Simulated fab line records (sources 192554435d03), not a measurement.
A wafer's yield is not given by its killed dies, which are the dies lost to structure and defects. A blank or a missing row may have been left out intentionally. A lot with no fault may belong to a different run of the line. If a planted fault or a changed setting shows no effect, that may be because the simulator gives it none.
Chamber matching -- flow n5 finfet -- 4 sister chambers for N5_FIN_SAQP_DESCUM_21 on rie diel-01
The step chemistry O2, time 7.9 s. 33 wafers are shown with their chamber, then 12 later ones without.

## WAFERS PAIRED WITH THEIR CHAMBERS
wafer,chamber,drypump motor current A (A),showerhead plenum p Torr (Torr),throttle valve pct (%)
L075.2,3,5.2,2.11,20.63
L075.3,2,5.0,2.17,20.32
L075.6,0,6.5,2.06,20.25
L082.2,0,6.5,2.06,20.26
L082.3,2,4.9,2.16,20.35
L082.5,0,6.5,2.06,20.28
L083.3,3,5.2,2.11,20.66
L083.4,0,6.5,2.05,20.28
L083.5,0,6.5,2.05,20.27
L084.1,1,5.6,2.11,20.64
L084.2,0,6.5,2.05,20.27
L084.3,3,5.2,2.11,20.67
L084.4,2,5.0,2.16,20.33
L084.5,2,5.0,2.16,20.36
L084.6,1,5.6,2.11,20.63
L089.1,0,6.5,2.05,20.28
L089.2,3,5.2,2.11,20.68
L089.3,2,5.0,2.16,20.35
L089.4,1,5.6,2.11,20.65
L089.5,2,5.0,2.16,20.36
L089.6,3,5.2,2.11,20.69
L091.1,3,5.2,2.10,20.67
L091.2,1,5.6,2.11,20.65
L091.3,0,6.5,2.05,20.28
L091.4,2,5.0,2.16,20.36
L091.5,2,5.0,2.16,20.37
L091.6,3,5.2,2.10,20.69
L092.1,0,6.5,2.05,20.29
L092.2,3,5.2,2.10,20.71
L092.3,1,5.7,2.11,20.66
L092.4,2,4.9,2.16,20.37
L092.5,3,5.2,2.10,20.69
L092.6,0,6.5,2.05,20.30

SIGNATURES (averages over the wafers above)
reading,chamber 0,chamber 1,chamber 2,chamber 3,scatter within a chamber
drypump motor current A,6.500,5.620,4.978,5.200,0.0285
showerhead plenum p Torr,2.0530,2.1100,2.1611,2.1056,0.00424
throttle valve pct,20.2760,20.6460,20.3522,20.6767,0.0175
Rule: for a wafer and a chamber, the distance is found by dividing, reading by reading, the gap between the wafer's reading and the chamber's mean by the reading's scatter, squaring, summing and taking the root. If the next closest chamber is less than 2 further off than the closest, the wafer can't be placed; otherwise it belongs to the closest. How the scatter is found: for the shown wafers, subtract from each reading the mean of its chamber, square and add these, divide the total by (wafers less chambers), then take the root.

## WAFERS WITH NO CHAMBER GIVEN
wafer,drypump motor current A (A),showerhead plenum p Torr (Torr),throttle valve pct (%)
L093.3,5.2,2.10,20.70
L093.4,5.6,2.10,20.66
L093.5,4.9,2.16,20.37
L094.1,5.2,2.10,20.71
L094.2,5.7,2.10,20.66
L094.3,5.0,2.15,20.37
L095.1,5.7,2.10,20.67
L095.2,5.0,2.15,20.39
L095.3,5.2,2.10,20.70
L095.4,6.5,2.04,20.30
L095.5,5.2,2.10,20.71
L095.6,6.5,2.05,20.31

## CHAMBER TAKEN BY EACH
wafer,from the rows above,in truth
L093.3,3,3
L093.4,1,1
L093.5,2,2
L094.1,3,3
L094.2,1,1
L094.3,2,2
L095.1,1,1
L095.2,2,2
L095.3,3,3
L095.4,0,0
L095.5,3,3
L095.6,0,0
12 of 12 placed correctly. Can't be placed from these rows: 0. 0 placed wrongly.
